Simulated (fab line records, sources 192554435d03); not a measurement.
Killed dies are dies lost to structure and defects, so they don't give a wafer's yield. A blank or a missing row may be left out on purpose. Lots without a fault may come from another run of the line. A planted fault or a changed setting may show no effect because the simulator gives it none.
Chamber matching | flow n5_finfet | N5_BEOL_M7_DEP_56 on pecvd-01: 3 sister chambers
The step deposits SiCN from 3MS/NH3, target thk 10 nm, time 17.5 s. 18 wafers are shown with their chamber, then 9 later ones without.

WAFERS WITH THEIR CHAMBER
wafer  | chamber | throttle_valve_pct (%) | showerhead_plenum_p_Torr (Torr)
L074.1 | 2       | 8.9                    | 3.642
L074.4 | 1       | 9.2                    | 3.653
L074.6 | 0       | 9.2                    | 3.657
L075.2 | 2       | 8.9                    | 3.652
L075.3 | 0       | 9.5                    | 3.659
L075.5 | 2       | 8.7                    | 3.665
L078.1 | 1       | 9.3                    | 3.658
L078.5 | 0       | 8.9                    | 3.657
L078.6 | 2       | 8.8                    | 3.650
L081.2 | 0       | 8.9                    | 3.667
L081.4 | 1       | 9.2                    | 3.647
L081.5 | 0       | 9.3                    | 3.659
L080.1 | 2       | 8.9                    | 3.654
L080.3 | 1       | 9.4                    | 3.649
L080.6 | 2       | 9.0                    | 3.645
L089.1 | 0       | 9.2                    | 3.648
L089.5 | 1       | 9.3                    | 3.652
L089.6 | 0       | 9.2                    | 3.663

SIGNATURES (means of the wafers above)
reading                  | chamber 0 | chamber 1 | chamber 2 | scatter within a chamber
throttle_valve_pct       | 9.171     | 9.280     | 8.867     | 0.154
showerhead_plenum_p_Torr | 3.65857   | 3.65180   | 3.65133   | 0.00633
Rule: a wafer's distance from a chamber is the root of the sum, over the readings, of the square of ((its reading less the chamber's mean) divided by the reading's scatter). The wafer belongs to the nearest chamber; if the next one is less than 2 further off, it can't be placed. The scatter: the root of (the sum of the squares of (reading less its chamber's mean) over the shown wafers, divided by (wafers less chambers)).

WAFERS WITHOUT THEIR CHAMBER
wafer  | throttle_valve_pct (%) | showerhead_plenum_p_Torr (Torr)
L091.1 | 9.1                    | 3.657
L091.2 | 8.8                    | 3.650
L091.3 | 9.4                    | 3.659
L091.4 | 9.0                    | 3.643
L091.5 | 9.1                    | 3.661
L091.6 | 9.3                    | 3.648
L094.2 | 9.0                    | 3.660
L094.3 | 9.0                    | 3.648
L094.4 | 9.2                    | 3.643

WHICH CHAMBER EACH WENT THROUGH
wafer  | from the rows above          | in truth
L091.1 | can't be placed: 0 or 1 or 2 | 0
L091.2 | 2                            | 2
L091.3 | can't be placed: 1 or 0      | 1
L091.4 | can't be placed: 2 or 1 or 0 | 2
L091.5 | can't be placed: 0 or 1 or 2 | 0
L091.6 | can't be placed: 1 or 0      | 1
L094.2 | can't be placed: 0 or 2 or 1 | 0
L094.3 | can't be placed: 2 or 1 or 0 | 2
L094.4 | can't be placed: 1 or 0 or 2 | 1
Placed correctly: 1 of 9. Can't be placed from these rows: 8 (the true chamber is among the candidates in 8). Placed wrongly: 0.
